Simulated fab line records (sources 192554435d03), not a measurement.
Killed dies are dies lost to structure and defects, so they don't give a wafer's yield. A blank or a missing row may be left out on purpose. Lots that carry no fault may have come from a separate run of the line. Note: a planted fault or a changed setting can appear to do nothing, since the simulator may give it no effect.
A struck lot beside a sound one + flow n5 finfet + 36 steps out of a route of 1938
Sound: wafers L647.2, L647.3, L647.4. Wafers L660.2, L660.4, L660.6 were the ones struck. The cause comes at the end.
Each step with rows lists, per side, the tool, then ch with its chambers, then its first start. Under that, the readings that differ: sound wafers + struck wafers + difference of the means + sigmas: that difference in standard deviations of wafers without a fault.
alike: a reading whose means differ by less than 2 such deviations, as well as words and numbers matching on both sides. not compared: withheld readings; readings where some wafer has no value; bounds like >300 that might hide an equal value; numbers whose values overlap and for which the record gives no deviation.
Wherever a step has rows on one side only, a row that says differs or no value, or a row with sigmas, the two part there. Numbers that don't overlap but have no deviation are shown without sigmas and don't part them. A reading that every wafer of one side lacks parts them only if that side has two wafers or more.

first, 9 steps without rows for these wafers: N5_BEOL_M5_ANNEAL_89 (time 1800 s); N5_BEOL_M5_SPUTTER_90 (material Cu, target thk 4.5 nm, time 8.29 s); N5_BEOL_M5_ECD_50 (material Cu, target thk 300 nm); N5_BEOL_M5_ANNEAL_51 (time 90 s); N5_BEOL_M5_CMP_52 (polishes, stops on SiCOH lowk, t overpolish 6.9 s, target thk 62 nm); N5_BEOL_M5_PRE_CLEAN_77 (time 15 s); N5_BEOL_M5_CO_CAP_78 (material Co, precursor CCTBA/H2, target thk 2 nm, time 102.1 s); N5_BEOL_M5_PRE_CLEAN_55 (time 15 s); N5_BEOL_M5_DEP_56 (deposits SiCN from 3MS/NH3, target thk 8 nm, time 14 s).
N5_BEOL_M6_ILD_DEP_00: deposits SiCOH lowk from DEMS/porogen, target thk 179.75 nm, time 33.4 s.
  sound on pecvd-03 ch 0,1, day 12 03:52; struck on pecvd-03 ch 0,1,2, day 16 05:43
| reading                                            | sound             | struck            | difference | sigmas |
|----------------------------------------------------|-------------------|-------------------|------------|--------|
| model.SiCOH_lowk_of_BEOL_M6_ILD_DEP_00.thk nm (nm) | 177.6 177.4 180.4 | 142.2 146.8 144.8 | -33.9      |        |
  alike: heater power w, showerhead plenum p Torr, throttle valve pct
then, 1 step without rows for these wafers: N5_BEOL_M6_CURE_74 (cures SiCOH lowk, time 240 s).
N5_BEOL_M6_THK_MEAS_01:
  sound: film metro-02 at day 12 04:27; struck: film metro-01 at day 16 06:17
| reading         | sound             | struck            | difference | sigmas |
|-----------------|-------------------|-------------------|------------|--------|
| M6_ILD_THK (nm) | 153.2 153.0 155.7 | 122.4 126.3 124.6 | -29.5      | -16    |
then, 23 steps without rows for these wafers: N5_BEOL_M6_PECVD_70 (deposits SiO2 from TEOS/O2, target thk 20 nm, time 22.7 s); N5_BEOL_M6_HM_DEP_02 (deposits TiN, target thk 20 nm); N5_BEOL_M6_COAT_59 (time 60 s, resist thk 100 nm); N5_BEOL_M6_COAT_60 (time 60 s, resist thk 35 nm); N5_BEOL_M6_COAT_05 (resist thk 90 nm); N5_BEOL_M6_EBR_07; N5_BEOL_M6_SOFTBAKE_06 (time 60 s); N5_BEOL_M6_EXPOSE_08 (exposes mask M6); N5_BEOL_M6_PEB_09 (peb time 60 s); N5_BEOL_M6_DEVELOP_10 (develop time 30 s); N5_BEOL_M6_DESCUM_16 (chemistry O2, time 7.9 s); N5_BEOL_M6_ETCH_61 (etches SiARC in CF4, target depth 45.5 nm, time 75.8 s); N5_BEOL_M6_ETCH_62 (etches SOC in N2/H2, target depth 110 nm, overetch 22 nm, time 165 s); N5_BEOL_M6_STRIP_68 (strips in N2/H2); N5_BEOL_M6_STRIP_67 (strips in CF4); N5_BEOL_M6_HM_OPEN_17 (chemistry Cl2/BCl3, target TiN, target depth 20 nm, overetch 6 nm); N5_BEOL_M6_STRIP_19 (strips in O2); N5_BEOL_M6_COAT_63 (time 60 s, resist thk 60 nm); N5_BEOL_M6_COAT_64 (time 60 s, resist thk 12 nm); N5_BEOL_M6_COAT_71 (time 60 s, resist thk 5 nm); N5_BEOL_M6_COAT_22 (resist thk 30 nm); N5_BEOL_M6_EBR_24; N5_BEOL_M6_SOFTBAKE_23 (time 60 s).
N5_BEOL_M6_CMP_52: polishes, stops on SiCOH lowk, t overpolish 6.9 s, target thk 80 nm.
  sound on cmp-03 ch 0,1,3, day 12 13:06; struck on cmp-01 ch 2,3, day 16 15:14
| reading                                            | sound           | struck            | difference | sigmas |
|----------------------------------------------------|-----------------|-------------------|------------|--------|
| model.SiCOH_lowk_of_BEOL_M6_ILD_DEP_00.thk nm (nm) | 150.2 150 152.6 | 119.4 123.4 121.6 | -29.5      |        |
  alike: motor current A

## WHERE THEY PART
At N5_BEOL_M6_THK_MEAS_01 and nowhere else, as far as this record goes. Later steps at which nothing parts them and some readings are alike: N5_BEOL_M6_CMP_52.

WHY: the cause the simulator had injected
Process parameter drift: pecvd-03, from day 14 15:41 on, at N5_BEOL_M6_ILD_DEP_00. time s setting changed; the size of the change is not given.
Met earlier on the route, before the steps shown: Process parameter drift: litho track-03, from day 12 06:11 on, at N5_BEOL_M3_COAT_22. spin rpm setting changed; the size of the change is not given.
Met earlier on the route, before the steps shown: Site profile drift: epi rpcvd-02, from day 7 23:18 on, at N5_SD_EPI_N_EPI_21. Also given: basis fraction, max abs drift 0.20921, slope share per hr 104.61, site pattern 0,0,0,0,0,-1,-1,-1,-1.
